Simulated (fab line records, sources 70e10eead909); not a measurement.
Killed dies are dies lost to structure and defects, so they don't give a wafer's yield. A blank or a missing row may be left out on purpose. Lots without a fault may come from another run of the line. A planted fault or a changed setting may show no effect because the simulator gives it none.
Which tool did it? | flow nand_harc | 24 lots, 72 wafers sampled, at 2 steps of a route of 1159

WHAT THE GAUGES READ, wafer by wafer
NHARC_A_WL_FILL_INSPECT_15.
lot  | measured     | on                | raw_defect_count
L074 | day 15 23:45 | defect_inspect-01 | 273 468 290
L077 | day 16 08:08 | defect_inspect-02 | 238 378 235
L076 | day 16 08:11 | defect_inspect-02 | 326 462 278
L075 | day 16 12:26 | defect_inspect-01 | 257 352 228
L078 | day 16 12:52 | defect_inspect-02 | 231 347 196
L079 | day 16 23:55 | defect_inspect-01 | 358 292 360
L080 | day 17 02:50 | defect_inspect-01 | 671 381 428
L081 | day 17 17:09 | defect_inspect-02 | 306 332 319
L082 | day 17 20:19 | defect_inspect-01 | 447 351 420
L083 | day 18 04:34 | defect_inspect-01 | 246 323 258
L084 | day 18 08:48 | defect_inspect-01 | 394 357 401
L087 | day 19 07:40 | defect_inspect-01 | 355 485 696
L086 | day 19 05:19 | defect_inspect-02 | 433 479 678
L089 | day 19 15:08 | defect_inspect-01 | 292 305 462
L085 | day 19 15:01 | defect_inspect-01 | 644 763 729
L088 | day 19 21:14 | defect_inspect-01 | 456 350 484
L092 | day 20 01:29 | defect_inspect-01 | 399 325 406
L090 | day 19 22:12 | defect_inspect-02 | 288 204 236
L091 | day 20 02:32 | defect_inspect-01 | 470 565 716
L093 | day 20 15:03 | defect_inspect-01 | 485 371 318
L094 | day 21 16:57 | defect_inspect-01 | 663 682 828
L095 | day 21 12:40 | defect_inspect-02 | 382 307 519
L097 | day 21 21:59 | defect_inspect-02 | 418 349 334
L096 | day 22 03:32 | defect_inspect-02 | 499 410 444

WHICH TOOL RAN EACH LOT (tool, then ch and the chambers of the sampled wafers, then the start)
lot  | NHARC_A_WL_FILL_STRIP_29
L074 | rie_diel-13 ch 1,2,3, day 15 12:19
L077 | rie_diel-13 ch 0,1, day 15 21:00
L076 | rie_diel-02 ch 1,2, day 15 21:04
L075 | rie_diel-13 ch 0,1,3, day 16 01:10
L078 | rie_diel-03 ch 0,1,3, day 16 01:12
L079 | rie_diel-03 ch 1,2,3, day 16 09:47
L080 | rie_diel-13 ch 1,2,3, day 16 14:56
L081 | rie_diel-03 ch 0,3, day 17 05:35
L082 | rie_diel-02 ch 0,2, day 17 08:43
L083 | rie_diel-13 ch 0,1,3, day 17 17:01
L084 | rie_diel-02 ch 0,1,3, day 17 18:10
L087 | rie_diel-02 ch 1,2,3, day 18 17:19
L086 | rie_diel-03 ch 0,1,3, day 18 17:48
L089 | rie_diel-13 ch 2,3, day 19 02:54
L085 | rie_diel-02 ch 0,1,3, day 19 04:29
L088 | rie_diel-13 ch 1,3, day 19 07:34
L092 | rie_diel-02 ch 0,1,2, day 19 10:40
L090 | rie_diel-13 ch 0,1,2, day 19 11:29
L091 | rie_diel-03 ch 1,3, day 19 13:27
L093 | rie_diel-03 ch 0,2,3, day 20 03:38
L094 | rie_diel-02 ch 2,3, day 20 15:11
L095 | rie_diel-13 ch 0,2,3, day 20 15:17
L097 | rie_diel-13 ch 0,3, day 21 03:20
L096 | rie_diel-13 ch 1,2,3, day 21 08:43
- NHARC_A_WL_FILL_STRIP_29: strips in O2, time 20 s.

WHAT THE TOOLS THEMSELVES READ (means of the sampled wafers that have a number; where no wafer has one, the mark that the record gives instead)
NHARC_A_WL_FILL_STRIP_29.
lot  | tool        | chamber_pressure_mTorr (mTorr) | drypump_motor_current_A (A) | mfc_ar_sccm (sccm) | oes_product_au (a.u.) | rf_vpp_V (V) | showerhead_plenum_p_Torr (Torr) | throttle_valve_pct (%)
L074 | rie_diel-13 | 60.05                          | 6.0                         | 0.000              | 1.002                 | 58.6         | 3.65                            | 17.040
L077 | rie_diel-13 | 60.00                          | 6.2                         | 0.008              | 0.998                 | 58.3         | 3.56                            | 17.036
L076 | rie_diel-02 | 59.99                          | 5.7                         | 0.004              | 0.990                 | 58.3         | 3.65                            | 17.029
L075 | rie_diel-13 | 60.00                          | 6.3                         | 0.008              | 1.003                 | 57.9         | 3.66                            | 17.038
L078 | rie_diel-03 | 60.05                          | 6.0                         | 0.036              | 0.995                 | 58.2         | 3.63                            | 17.030
L079 | rie_diel-03 | 59.95                          | 6.1                         | 0.031              | 0.997                 | 58.1         | 3.66                            | 17.043
L080 | rie_diel-13 | 60.03                          | 6.0                         | 0.000              | 1.002                 | 57.6         | 3.65                            | 17.030
L081 | rie_diel-03 | 60.02                          | 5.8                         | 0.026              | 1.001                 | 59.0         | 3.60                            | 17.036
L082 | rie_diel-02 | 59.94                          | 5.7                         | 0.002              | 0.992                 | 57.7         | 3.55                            | 17.043
L083 | rie_diel-13 | 60.00                          | 6.3                         | 0.008              | 1.008                 | 58.1         | 3.66                            | 17.042
L084 | rie_diel-02 | 60.00                          | 6.2                         | 0.001              | 1.008                 | 58.6         | 3.52                            | 17.034
L087 | rie_diel-02 | 60.05                          | 6.1                         | 0.003              | 1.005                 | 57.5         | 3.56                            | 17.041
L086 | rie_diel-03 | 60.02                          | 6.0                         | 0.036              | 0.994                 | 57.5         | 3.62                            | 17.046
L089 | rie_diel-13 | 59.97                          | 6.1                         | 0.000              | 0.987                 | 58.4         | 3.73                            | 17.039
L085 | rie_diel-02 | 60.01                          | 6.1                         | 0.001              | 1.005                 | 57.4         | 3.52                            | 17.034
L088 | rie_diel-13 | 60.04                          | 6.0                         | 0.000              | 1.006                 | 57.6         | 3.57                            | 17.038
L092 | rie_diel-02 | 60.00                          | 5.8                         | 0.002              | 1.006                 | 58.3         | 3.59                            | 17.031
L090 | rie_diel-13 | 60.00                          | 6.3                         | 0.008              | 1.000                 | 57.6         | 3.64                            | 17.036
L091 | rie_diel-03 | 59.98                          | 6.2                         | 0.045              | 1.005                 | 58.3         | 3.65                            | 17.036
L093 | rie_diel-03 | 59.98                          | 5.9                         | 0.021              | 1.005                 | 58.7         | 3.62                            | 17.033
L094 | rie_diel-02 | 59.99                          | 6.2                         | 0.005              | 1.004                 | 57.1         | 3.49                            | 17.030
L095 | rie_diel-13 | 59.96                          | 6.3                         | 0.008              | 0.996                 | 58.5         | 3.74                            | 17.037
L097 | rie_diel-13 | 60.03                          | 6.6                         | 0.016              | 0.992                 | 59.3         | 3.75                            | 17.040
L096 | rie_diel-13 | 59.99                          | 6.0                         | 0.000              | 1.002                 | 57.7         | 3.64                            | 17.043

THE ANSWER, worked out from the rows above alone
Rule: what is usual is taken from the lots themselves. Put in order of their means at a reading, lots are off if they are a third of the lots or fewer, leave a main group of 4 or more, and stand apart from it by a gap of 3 or more times the standard deviation of the main group's means; of several such gaps the widest counts. A main group whose means are all the same, to the digits that the tables above print for the reading, isn't used. A lot without any number at a reading at which 4 lots or more have one is off too. The other lots that the step has rows for count as sound. The gauges are gone through in route order, then the tools' own readings, and for those a lot's mean is taken as printed above. The first step at which some lot is off is used, and at that step the reading that is off furthest; a lot without a number counts as furthest.
No lot is off at any reading shown: from this, nothing can be told.

WHAT THE SIMULATOR HAD PUT IN
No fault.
